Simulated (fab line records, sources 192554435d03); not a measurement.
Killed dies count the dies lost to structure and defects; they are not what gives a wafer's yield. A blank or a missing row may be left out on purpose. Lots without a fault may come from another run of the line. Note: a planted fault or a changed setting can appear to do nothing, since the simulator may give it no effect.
Which tool did it? || flow n5_finfet || 33 wafers from 11 lots sampled at 4 of the route's 1938 steps

## WHAT THE GAUGES READ, wafer by wafer
N5_PASSIVATION_CD_MEAS_44: the cd target is 40000 nm.
{"lot": "L370", "measured": "day 12 06:58", "on": "cd_sem-02", "cd_nm (nm)": "39996 40000 40001"}
{"lot": "L372", "measured": "day 12 10:22", "on": "cd_sem-01", "cd_nm (nm)": "39993 39998 39994"}
{"lot": "L374", "measured": "day 12 21:05", "on": "cd_sem-01", "cd_nm (nm)": "40000 40001 39997"}
{"lot": "L383", "measured": "day 15 09:06", "on": "cd_sem-02", "cd_nm (nm)": "39996 40002 39996"}
{"lot": "L382", "measured": "day 15 05:17", "on": "cd_sem-02", "cd_nm (nm)": "40006 39997 39999"}
{"lot": "L386", "measured": "day 15 12:58", "on": "cd_sem-03", "cd_nm (nm)": "39998 40002 40003"}
{"lot": "L387", "measured": "day 16 13:32", "on": "cd_sem-02", "cd_nm (nm)": "40008 40006 40009"}
{"lot": "L388", "measured": "day 16 19:45", "on": "cd_sem-02", "cd_nm (nm)": "40007 40011 40006"}
{"lot": "L389", "measured": "day 17 00:41", "on": "cd_sem-01", "cd_nm (nm)": "40009 40007 40008"}
{"lot": "L390", "measured": "day 17 05:07", "on": "cd_sem-02", "cd_nm (nm)": "39999 40007 39996"}
{"lot": "L392", "measured": "day 17 11:11", "on": "cd_sem-01", "cd_nm (nm)": "40004 40008 40004"}

## TOOL THAT RAN EACH LOT (tool first, then ch and the chambers of the sampled wafers, then the start)
{"lot": "L370", "N5_BEOL_M3_SPUTTER_81": "pvd_sputter-03, day 7 06:47", "N5_PASSIVATION_STRIP_14": "rie_diel-02 ch 2,3, day 12 03:50", "N5_PASSIVATION_ETCH_59": "rie_metal-02 ch 0,1, day 12 05:41"}
{"lot": "L372", "N5_BEOL_M3_SPUTTER_81": "pvd_sputter-01, day 7 20:14", "N5_PASSIVATION_STRIP_14": "rie_diel-01 ch 1,2,3, day 12 06:39", "N5_PASSIVATION_ETCH_59": "rie_metal-03 ch 0, day 12 08:35"}
{"lot": "L374", "N5_BEOL_M3_SPUTTER_81": "pvd_sputter-03, day 8 13:14", "N5_PASSIVATION_STRIP_14": "rie_diel-02 ch 2,3, day 12 17:44", "N5_PASSIVATION_ETCH_59": "rie_metal-02 ch 0,1, day 12 19:50"}
{"lot": "L383", "N5_BEOL_M3_SPUTTER_81": "pvd_sputter-02, day 10 12:38", "N5_PASSIVATION_STRIP_14": "rie_diel-01 ch 0,2, day 15 05:25", "N5_PASSIVATION_ETCH_59": "rie_metal-02 ch 1, day 15 07:40"}
{"lot": "L382", "N5_BEOL_M3_SPUTTER_81": "pvd_sputter-01, day 10 13:04", "N5_PASSIVATION_STRIP_14": "rie_diel-06 ch 0,1, day 15 01:49", "N5_PASSIVATION_ETCH_59": "rie_metal-01 ch 0, day 15 03:53"}
{"lot": "L386", "N5_BEOL_M3_SPUTTER_81": "pvd_sputter-03, day 11 02:42", "N5_PASSIVATION_STRIP_14": "rie_diel-02 ch 1,2,3, day 15 09:59", "N5_PASSIVATION_ETCH_59": "rie_metal-03 ch 0,1, day 15 11:48"}
{"lot": "L387", "N5_BEOL_M3_SPUTTER_81": "pvd_sputter-02, day 11 16:01", "N5_PASSIVATION_STRIP_14": "rie_diel-01 ch 0,1, day 16 09:54", "N5_PASSIVATION_ETCH_59": "rie_metal-02 ch 0, day 16 12:11"}
{"lot": "L388", "N5_BEOL_M3_SPUTTER_81": "pvd_sputter-02, day 12 04:58", "N5_PASSIVATION_STRIP_14": "rie_diel-02 ch 0,1,2, day 16 15:43", "N5_PASSIVATION_ETCH_59": "rie_metal-02 ch 0, day 16 18:23"}
{"lot": "L389", "N5_BEOL_M3_SPUTTER_81": "pvd_sputter-03, day 12 07:38", "N5_PASSIVATION_STRIP_14": "rie_diel-02 ch 1,2,3, day 16 19:43", "N5_PASSIVATION_ETCH_59": "rie_metal-02 ch 0, day 16 23:15"}
{"lot": "L390", "N5_BEOL_M3_SPUTTER_81": "pvd_sputter-02, day 12 07:53", "N5_PASSIVATION_STRIP_14": "rie_diel-01 ch 1,2,3, day 17 02:01", "N5_PASSIVATION_ETCH_59": "rie_metal-01 ch 0,1, day 17 03:59"}
{"lot": "L392", "N5_BEOL_M3_SPUTTER_81": "pvd_sputter-02, day 12 17:12", "N5_PASSIVATION_STRIP_14": "rie_diel-02 ch 1,2, day 17 08:13", "N5_PASSIVATION_ETCH_59": "rie_metal-01 ch 0,1, day 17 10:01"}
- N5_BEOL_M3_SPUTTER_81: material Cu, target thk 4.5 nm, time 8.29 s.
- N5_PASSIVATION_STRIP_14: strips in O2.
- N5_PASSIVATION_ETCH_59: etches TaN in Cl2/BCl3, target depth 65 nm, time 34.9 s.

## THE ANSWER, worked out from the rows above alone
Rule: the usual values come from the lots themselves. Put in order of their means at a reading, lots are off if they are a third of the lots or fewer, leave a main group of 4 or more, and stand apart from it by a gap of 3 or more times the standard deviation of the main group's means; of several such gaps the widest counts. A main group whose means are all the same, to the digits that the tables above print for the reading, isn't used. A lot without any number at a reading at which 4 lots or more have one is off too. The other lots that the step has rows for count as sound.
Nothing can be told from this: no lot is off at any reading shown.

## WHAT THE SIMULATOR HAD INSERTED
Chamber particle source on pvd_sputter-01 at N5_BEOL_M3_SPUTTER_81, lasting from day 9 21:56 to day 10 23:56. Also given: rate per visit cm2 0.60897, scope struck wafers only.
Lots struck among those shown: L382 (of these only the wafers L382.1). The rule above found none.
